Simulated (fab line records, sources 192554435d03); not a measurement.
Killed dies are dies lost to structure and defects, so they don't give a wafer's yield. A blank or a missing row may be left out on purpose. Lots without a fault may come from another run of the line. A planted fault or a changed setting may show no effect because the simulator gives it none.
A struck lot beside a sound one | flow n5_finfet | 36 steps out of a route of 1938
Sound: wafers L271.1, L271.3, L271.6. Struck: wafers L279.2, L279.5, L279.6. The cause comes at the end.
At each step with rows: each side's tool, then ch and its chambers, then its first start. Under that, the readings that differ: sound wafers | struck wafers | difference of the means | sigmas: that difference in standard deviations of wafers without a fault.
alike: readings whose means differ by less than 2 such deviations, and words and numbers that are the same on both sides. not compared: withheld readings, readings that some wafer has no value for, bounds like >300 that may hide the same value, and numbers for which the record gives no deviation and whose values overlap.
The two part at a step that has a row with sigmas, a row that says differs or no value, or rows on one side only. Numbers that don't overlap but have no deviation are shown without sigmas and don't part them. A reading that every wafer of one side lacks parts them only if that side has two wafers or more.

first, 9 steps without rows for these wafers: N5_WELL_APT_COAT_02 (resist thk 950 nm); N5_WELL_APT_EBR_04; N5_WELL_APT_SOFTBAKE_03 (time 60 s); N5_WELL_APT_EXPOSE_05 (exposes mask NWELL, defocus 0 nm, target cd 200 nm); N5_WELL_APT_PEB_06 (peb time 90 s); N5_WELL_APT_DEVELOP_07 (develop time 45 s); N5_WELL_APT_HARDBAKE_12 (time 120 s); N5_WELL_APT_DESCUM_13 (chemistry O2, time 7.9 s); N5_WELL_APT_IMPLANT_14.
N5_WELL_APT_IMPLANT_15:
  sound on implanter-02 ch 0, day 3 08:03; struck on implanter-02 ch 0, day 5 08:07
  reading            | sound                            | struck                          | difference | sigmas
  dose_ions_cm2      | 1.5008e+13 1.4969e+13 1.4992e+13 | 1.097e+13 1.0956e+13 1.0955e+13 | -4.029e+12 | -99 or more
  faraday_current_uA | 194 191 193                      | 143 140 138                     | -52        | -13
then, 25 steps without rows for these wafers: N5_WELL_APT_STRIP_16 (strips in SPM, time 900 s); N5_WELL_APT_HMDS_18 (time 60 s); N5_WELL_APT_COAT_19 (resist thk 950 nm); N5_WELL_APT_EBR_21; N5_WELL_APT_SOFTBAKE_20 (time 60 s); N5_WELL_APT_EXPOSE_22 (exposes mask PWELL, defocus 0 nm, target cd 200 nm); N5_WELL_APT_PEB_23 (peb time 90 s); N5_WELL_APT_DEVELOP_24 (develop time 45 s); N5_WELL_APT_HARDBAKE_29 (time 120 s); N5_WELL_APT_DESCUM_30 (chemistry O2, time 7.9 s); N5_WELL_APT_IMPLANT_31; N5_WELL_APT_IMPLANT_32; N5_WELL_APT_STRIP_33 (strips in SPM, time 900 s); N5_WELL_APT_RTA_34 (time 10 s); N5_WELL_APT_OXIDE_STRIP_42 (strips SiO2 in dHF, time 45 s, target depth 12 nm); N5_WELL_APT_PRECLEAN_36 (cleans in O3/DIW, time 45 s); N5_WELL_APT_PRECLEAN_39 (cleans in dHF, time 60 s); N5_WELL_APT_SRD_37 (time 30 s); N5_WELL_APT_EPI_41 (deposits Si from SiH4/H2, target thk 50 nm, time 297.7 s); N5_PMOS_HMC_CHANNEL_EPI_HM_DEP_34 (deposits SiO2 from TEOS/O2, target thk 36 nm, time 6.9 s); N5_PMOS_HMC_CHANNEL_EPI_COAT_31 (time 60 s, resist thk 66 nm); N5_PMOS_HMC_CHANNEL_EPI_COAT_03 (resist thk 205 nm); N5_PMOS_HMC_CHANNEL_EPI_EBR_05; N5_PMOS_HMC_CHANNEL_EPI_SOFTBAKE_04 (time 60 s); N5_PMOS_HMC_CHANNEL_EPI_EXPOSE_06 (exposes mask PMOS HMC BLK, target cd 240 nm).
-- the record jumps here: 6 days lie between the struck wafers' starts before and after (it left off in module PMOS_HMC_CHANNEL_EPI and takes up again in module BEOL_M4, whose first step shown is number 1111 of the route) --
N5_BEOL_M4_RC_MEAS_101:
  sound on prober-02 ch 0, day 10 09:14; struck on prober-02 ch 0, day 11 20:04
  reading | sound          | struck         | difference | sigmas
  CJ_P    | 5.82 5.79 5.86 | 5.01 4.94 4.92 | -0.87      | -9
  alike: DIBL_N, DIBL_P, IOFF_N, IOFF_P, ION_N, ION_P, SS_N, SS_P, VT_N, VT_P

WHERE THEY PART
First at N5_WELL_APT_IMPLANT_15; last, within this record, at N5_BEOL_M4_RC_MEAS_101.

WHY: what the simulator had put in
Process parameter drift: implanter-02, from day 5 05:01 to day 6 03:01, at N5_WELL_APT_IMPLANT_15. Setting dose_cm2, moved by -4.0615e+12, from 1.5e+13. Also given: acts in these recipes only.
